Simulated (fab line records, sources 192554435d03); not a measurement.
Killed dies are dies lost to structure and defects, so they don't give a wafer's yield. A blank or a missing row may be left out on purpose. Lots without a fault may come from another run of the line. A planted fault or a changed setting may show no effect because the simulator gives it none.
Problem report in the 8D (eight disciplines) form, filled by code | flow n5_finfet | the parts of the form that need people (team, actions taken, sign-off) are left out

1. THE PROBLEM
cathode_dc_power_W at N5_BEOL_M12_SPUTTER_45 reads a mean of 23740 W on 1 wafer of 1 lot; wafers without a fault read 26001 W with a standard deviation of 4.6. That is -99 or more standard deviations from the usual mean.
The step: material Cu, target thk 80 nm, time 13.33 s.
First seen on wafer L454.6, day 16 09:56, on pvd_sputter-01. The record holds 14 wafers of 5 lots with a number at this step. Rule for "out", or "out of limits": more than 4 standard deviations from the usual mean. The other wafers with a number count as sound.

2. WHAT IT IS AND WHAT IT IS NOT
question                    | is                 | is not
which readings at this step | cathode_dc_power_W | bias_v, throttle_valve_pct
which lots                  | L454               | L441, L444, L456, L457
which wafers of those lots  | L454.6             | L454.1, L454.4
read on which tools         | pvd_sputter-01     | pvd_sputter-02, pvd_sputter-03
when                        | from day 16 09:56  | up to then (7 sound wafers); but 6 sound wafers of L456, L457 came after

3. SUSPECTS, AND WHAT RULES EACH OUT
Counting: a tool at a process step up to the reading stays a suspect if it ran every lot that is out. Sound lots after the first of them don't rule it out here, since some wafers of a struck lot are sound.
- rie_diel-02 at N5_BEOL_M12_TRENCH_ETCH_34 (etches SiOC in C4F8/O2/Ar, target depth 318.95 nm, time 125.5 s): kept. It ran the lot that is out, L454 (day 16 08:26).
- plasma_asher-01 at N5_BEOL_M12_STRIP_37 (strips in N2/H2): kept. It ran the lot that is out, L454 (day 16 08:37); its last sound lot up to then is L444 (day 13 12:50).
- rie_diel-06 at N5_BEOL_M12_ETCH_38 (etches SiCN in CF4/N2, target depth 68.7 nm, time 73.4 s): kept. It ran the lot that is out, L454 (day 16 09:13).
- pvd_sputter-01 at N5_BEOL_M12_PRE_CLEAN_42 (time 30 s): kept. It ran the lot that is out, L454 (day 16 09:44); its last sound lot up to then is L444 (day 13 13:16).
- pvd_sputter-01 at N5_BEOL_M12_SPUTTER_43 (material TaN, target thk 15 nm, time 24.19 s): kept. It ran the lot that is out, L454 (day 16 09:46); its last sound lot up to then is L444 (day 13 13:19).
- pvd_sputter-01 at N5_BEOL_M12_SPUTTER_45 (material Cu, target thk 80 nm, time 13.33 s): kept. It ran the lot that is out, L454 (day 16 09:56); its last sound lot up to then is L444 (day 13 13:28). Its own readings are out on those wafers: cathode_dc_power_W.
- Within rie_diel-06 at N5_BEOL_M12_ETCH_38: the wafers that are out ran in chamber 1; their sound lot-mates ran in chambers 2, 3.
Left after counting: rie_diel-02 at N5_BEOL_M12_TRENCH_ETCH_34, plasma_asher-01 at N5_BEOL_M12_STRIP_37, rie_diel-06 at N5_BEOL_M12_ETCH_38, pvd_sputter-01 at N5_BEOL_M12_PRE_CLEAN_42, pvd_sputter-01 at N5_BEOL_M12_SPUTTER_43, pvd_sputter-01 at N5_BEOL_M12_SPUTTER_45.

4. THE CAUSE (what the simulator had put in)
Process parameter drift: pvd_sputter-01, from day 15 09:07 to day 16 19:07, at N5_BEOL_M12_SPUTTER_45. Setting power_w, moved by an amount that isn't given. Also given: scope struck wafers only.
Counting left 6 suspects, and this tool is among them.

5. THE CHAIN OF EFFECTS, in route order
Each row: a reading whose mean over the struck wafers that have a number lies more than 3 standard deviations from the usual. Only readings for which the record gives a usual standard deviation are gone through. hours: the time from each lot's start at the first step in this table that gives one to its start at this step, as a median over the lots. sigmas: the change in usual standard deviations.
hours | step                   | reading            | usual   | on struck wafers | change | sigmas
0     | N5_BEOL_M12_SPUTTER_45 | cathode_dc_power_W | 26001 W | 23740            | -2261  | -99 or more
The process steps in it:
- N5_BEOL_M12_SPUTTER_45: material Cu, target thk 80 nm, time 13.33 s.

6. WHAT WOULD HAVE CAUGHT IT SOONER
In this record the first reading out of limits was taken at day 16 09:56, 25 hours after the fault began at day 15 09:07.
